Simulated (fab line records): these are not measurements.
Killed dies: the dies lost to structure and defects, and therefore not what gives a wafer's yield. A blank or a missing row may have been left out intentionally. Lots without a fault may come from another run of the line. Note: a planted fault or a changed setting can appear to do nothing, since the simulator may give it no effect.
Which tool did it? | flow nandHarc | 11 lots with 33 wafers sampled at 6 steps, on a route of 1159 steps

== WHAT THE GAUGES SHOWED, per wafer ==
NHARC_P_M2_INSPECT_11.
lot  | measured     | on               | rawDefectCount
L869 | day 6 10:50  | defectInspect-02 | 1 8 4
L874 | day 7 16:31  | defectInspect-01 | 5 5 3
L877 | day 8 05:42  | defectInspect-01 | 3 2 1
L876 | day 8 10:41  | defectInspect-02 | 2 4 5
L881 | day 9 11:30  | defectInspect-02 | 8 5 2
L884 | day 10 02:11 | defectInspect-02 | 5 2 6
L885 | day 10 08:19 | defectInspect-01 | 4 6 4
L886 | day 10 08:50 | defectInspect-02 | 834 845 791
L887 | day 10 16:01 | defectInspect-01 | 1 3 1
L892 | day 11 19:09 | defectInspect-01 | 3 1 3
L891 | day 11 22:04 | defectInspect-01 | 3 2 6

NHARC_END_SORT_01.
lot  | measured     | on        | defectLimitedYield (%) | killedAtArray | killedAtOther | killedAtPeriphery | killedDies | killedOpen | killedShort | sort_bin_2_pct (%) | sort_bin_3_pct (%) | sort_bin_4_pct (%) | sortNPass   | sortRimYieldPct (%) | sortYieldPct (%)
L874 | day 21 01:28 | prober-02 | 95.9 96.2 94.5         | 24 23 32      | 1 2 1         | 3 1 4             | 28 26 37   | 2 2 7      | 3 1 3       | 0.7 0.9 2.1        | 0.30 0.59 0.15     | 3.1 2.4 3.2        | 649 651 640 | 96.2 99.1 98.1      | 95.9 96.2 94.5
L881 | day 22 06:01 | prober-01 | 97.5 96.5 96.8         | 13 20 17      | 0 1 1         | 4 3 4             | 17 24 22   | 3 3 3      | 3 7 0       | 0.6 1.3 1.0        | 0.30 0 0.15        | 1.6 2.2 2.1        | 660 653 655 | 99.1 97.2 95.3      | 97.5 96.5 96.8
L884 | day 23 12:50 | prober-01 | 94.4 95.0 94.7         | 35 30 32      | 1 1 2         | 2 3 2             | 38 34 36   | 1 3 1      | 2 0 1       | 2.5 1.6 2.1        | 0 0.30 0.30        | 3.1 3.1 3.0        | 639 643 641 | 97.2 94.3 95.3      | 94.4 95.0 94.7
L885 | day 24 05:12 | prober-02 | 94.5 95.7 95.1         | 34 28 31      | 0 1 1         | 3 0 1             | 37 29 33   | 2 1 4      | 2 1 3       | 2.1 1.0 1.2        | 0 0.30 0           | 3.4 3.0 3.7        | 640 648 644 | 98.1 97.2 97.2      | 94.5 95.7 95.1
L886 | day 23 13:37 | prober-02 | 85.7 90.3 87.1         | 31 33 29      | 0 0 0         | 66 33 58          | 97 66 87   | 2 1 3      | 0 2 0       | 6.8 3.7 4.3        | 3.55 1.92 3.55     | 4.0 4.1 5.0        | 580 611 590 | 87.7 86.8 86.8      | 85.7 90.3 87.1
L887 | day 23 21:27 | prober-01 | 95.7 94.5 94.2         | 27 33 37      | 0 1 0         | 2 3 2             | 29 37 39   | 2 3 5      | 3 3 1       | 1.2 2.1 0.9        | 0.30 0.44 0.30     | 2.8 3.0 4.6        | 648 640 638 | 100.0 97.2 97.2     | 95.7 94.5 94.2
L892 | day 25 03:30 | prober-01 | 96.8 96.6 97.6         | 22 21 15      | 0 1 0         | 0 1 1             | 22 23 16   | 2 3 3      | 3 2 1       | 1.0 1.0 0.7        | 0 0.44 0           | 2.2 1.9 1.6        | 655 654 661 | 100.0 96.2 100.0    | 96.8 96.6 97.6
L891 | day 24 12:58 | prober-02 | 94.4 95.3 95.1         | 36 31 27      | 1 0 2         | 1 1 4             | 38 32 33   | 2 1 1      | 1 0 1       | 1.2 1.3 2.2        | 0.30 0.30 0        | 4.1 3.1 2.7        | 639 645 644 | 99.1 96.2 98.1      | 94.4 95.3 95.1

== WHICH TOOL RAN EACH LOT (tool, then ch and the chambers of the sampled wafers, then the start) ==
lot  | NHARC_P_M1_ANNEAL_31            | NHARC_P_M1_PRE_CLEAN_32         | NHARC_P_M2_ETCH_35                | NHARC_P_M2_ETCH_15
L869 | rtpAnneal-02 ch 0, day 6 08:30  | pecvd-02 ch 0,2, day 6 09:24    | rieDiel-09 ch 0,1,3, day 6 10:59  | rieDiel-09 ch 2,3, no start
L874 | rtpAnneal-02 ch 0, day 7 14:17  | pecvd-03 ch 0,1,2, day 7 15:11  | rieDiel-09 ch 1,2,3, day 7 16:40  | rieDiel-09 ch 0,1,2, day 21 01:28 or earlier
L877 | rtpAnneal-01 ch 0, day 8 03:20  | pecvd-02 ch 0,1,2, day 8 04:15  | rieDiel-03 ch 1,3, day 8 05:51    | rieDiel-03 ch 0,3, no start
L876 | rtpAnneal-01 ch 0, day 8 08:28  | pecvd-02 ch 0,1, day 8 09:17    | rieDiel-09 ch 0,3, day 8 10:50    | rieDiel-09 ch 0,3, no start
L881 | rtpAnneal-02 ch 0, day 9 08:13  | pecvd-02 ch 0,1, day 9 10:01    | rieDiel-04 ch 1,3, day 9 11:40    | rieDiel-04 ch 1,2,3, day 22 06:01 or earlier
L884 | rtpAnneal-01 ch 0, day 9 23:50  | pecvd-03 ch 1,2, day 10 00:44   | rieDiel-09 ch 0,2,3, day 10 02:20 | rieDiel-09 ch 1,2,3, day 23 12:50 or earlier
L885 | rtpAnneal-02 ch 0, day 10 06:00 | pecvd-02 ch 0,1,2, day 10 06:54 | rieDiel-09 ch 1,3, day 10 08:28   | rieDiel-09 ch 0,3, day 24 05:12 or earlier
L886 | rtpAnneal-01 ch 0, day 10 06:36 | pecvd-02 ch 1,2, day 10 07:28   | rieDiel-04 ch 0,1,3, day 10 08:58 | rieDiel-04 ch 1,2, day 23 13:37 or earlier
L887 | rtpAnneal-01 ch 0, day 10 13:50 | pecvd-04 ch 0,1, day 10 14:43   | rieDiel-03 ch 1,2, day 10 16:11   | rieDiel-03 ch 2,3, day 23 21:27 or earlier
L892 | rtpAnneal-01 ch 0, day 11 16:55 | pecvd-04 ch 0,1, day 11 17:42   | rieDiel-03 ch 0,1,3, day 11 19:18 | rieDiel-03 ch 1,3, day 25 03:30 or earlier
L891 | rtpAnneal-02 ch 0, day 11 19:43 | pecvd-03 ch 1,2, day 11 20:35   | rieDiel-04 ch 0,1,3, day 11 22:13 | rieDiel-04 ch 0,1,2, day 24 12:58 or earlier
- NHARC_P_M1_ANNEAL_31: time 90 s.
- NHARC_P_M1_PRE_CLEAN_32: time 12 s.
- NHARC_P_M2_ETCH_35: etches the open film in N2/H2, target depth 40 nm, overetch 12 nm, time 43.94 s.
- NHARC_P_M2_ETCH_15: etches the open film in C4F8/Ar, target depth 182.5 nm, time 91.2 s.

== AS READ BY THE TOOLS THEMSELVES (means over the sampled wafers that have a number; for cases with no such wafer, the mark the record gives instead) ==
NHARC_P_M1_ANNEAL_31.
lot  | tool         | wafer_temp_C_max
L869 | rtpAnneal-02 | 225.69
L874 | rtpAnneal-02 | 226.07
L877 | rtpAnneal-01 | 226.14
L876 | rtpAnneal-01 | 226.26
L881 | rtpAnneal-02 | 225.73
L884 | rtpAnneal-01 | 226.33
L885 | rtpAnneal-02 | 225.98
L886 | rtpAnneal-01 | 226.22
L887 | rtpAnneal-01 | 226.04
L892 | rtpAnneal-01 | 226.14
L891 | rtpAnneal-02 | 225.95

NHARC_P_M1_PRE_CLEAN_32.
lot  | tool     | heaterPowerW (W)
L869 | pecvd-02 | 594
L874 | pecvd-03 | 677
L877 | pecvd-02 | 619
L876 | pecvd-02 | 565
L881 | pecvd-02 | 632
L884 | pecvd-03 | 718
L885 | pecvd-02 | 653
L886 | pecvd-02 | 674
L887 | pecvd-04 | 603
L892 | pecvd-04 | 670
L891 | pecvd-03 | 644

NHARC_P_M2_ETCH_35.
lot  | tool       | chamberPressureMTorr (mTorr) | drypumpMotorCurrentA (A) | oesProductAu (a.u.) | rfVppV (V) | showerheadPlenumPTorr (Torr) | throttleValvePct (%)
L869 | rieDiel-09 | 30.012                       | 5.8                      | 1.000               | 429.1      | 2.02                         | 14.165
L874 | rieDiel-09 | 30.001                       | 5.8                      | 1.004               | 430.5      | 2.06                         | 14.174
L877 | rieDiel-03 | 29.999                       | 5.5                      | 0.992               | 431.0      | 2.05                         | 14.175
L876 | rieDiel-09 | 29.980                       | 5.5                      | 1.003               | 429.7      | 2.00                         | 14.171
L881 | rieDiel-04 | 30.033                       | 5.7                      | 0.989               | 431.4      | 2.07                         | 14.158
L884 | rieDiel-09 | 30.005                       | 5.9                      | 1.003               | 429.5      | 2.02                         | 14.169
L885 | rieDiel-09 | 30.006                       | 5.8                      | 0.994               | 430.2      | 2.05                         | 14.173
L886 | rieDiel-04 | 29.993                       | 5.5                      | 1.003               | 432.6      | 2.10                         | 14.176
L887 | rieDiel-03 | 29.996                       | 5.7                      | 0.995               | 431.2      | 2.03                         | 14.176
L892 | rieDiel-03 | 29.992                       | 5.4                      | 0.991               | 430.6      | 2.01                         | 14.172
L891 | rieDiel-04 | 29.982                       | 5.5                      | 0.994               | 431.4      | 2.09                         | 14.171

NHARC_P_M2_ETCH_15.
lot  | tool       | chamberPressureMTorr (mTorr) | oesProductAu (a.u.) | rfVppV (V)
L869 | rieDiel-09 | 24.984                       | 0.976               | 442.2
L874 | rieDiel-09 | 25.001                       | 0.924               | 440.9
L877 | rieDiel-03 | 25.007                       | 0.918               | 438.5
L876 | rieDiel-09 | 24.968                       | 0.954               | 438.7
L881 | rieDiel-04 | 24.988                       | 0.919               | 441.4
L884 | rieDiel-09 | 24.990                       | 0.928               | 441.3
L885 | rieDiel-09 | 25.000                       | 0.962               | 439.5
L886 | rieDiel-04 | 25.023                       | 0.923               | 440.1
L887 | rieDiel-03 | 24.996                       | 0.949               | 437.4
L892 | rieDiel-03 | 24.992                       | 0.918               | 441.0
L891 | rieDiel-04 | 24.996                       | 0.940               | 441.3

== THE ANSWER, worked out from the rows above alone ==
Rule: what is usual is taken from the lots themselves. The widest of any qualifying gaps counts: lots, ordered by their means at a reading, are off when they make up no more than a third of the lots, leave a main group of 4 or more, and stand apart from it by 3 or more times the standard deviation of that group's means. Not used: any main group whose means are identical at the precision the tables above print for the reading. Also off: a lot with no number at a reading for which 4 or more lots have one. Any other lot the step has rows for is counted as sound. The gauges are gone through in route order, then the tools' own readings, and for those a lot's mean is taken as printed above. The first step at which some lot is off is used, and at that step the reading that is off furthest; a lot without a number counts as furthest.
Off: L886, at NHARC_P_M2_INSPECT_11 (rawDefectCount). Main group: mean 3.6, sd 1.1.
If a tool, at a process step before that reading, ran all the lots that are off and no sound lot after the first of them, it fits. Not tried: the gauges at NHARC_P_M2_INSPECT_11; whatever is off there is also off at NHARC_END_SORT_01, on other tools, and gauge error can't account for it. One candidate fits, namely pecvd-02 at NHARC_P_M1_PRE_CLEAN_32. Its last sound lot is L885 (day 10 06:54), its first lot that is off L886 (day 10 07:28): a fault that began between those two fits.

== WHAT THE SIMULATOR PUT IN ==
Chamber particle source: pecvd-02, from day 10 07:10 on, at NHARC_P_M1_PRE_CLEAN_32. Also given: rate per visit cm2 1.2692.
Shown lots that were struck: L886. This agrees with what the rule above found.
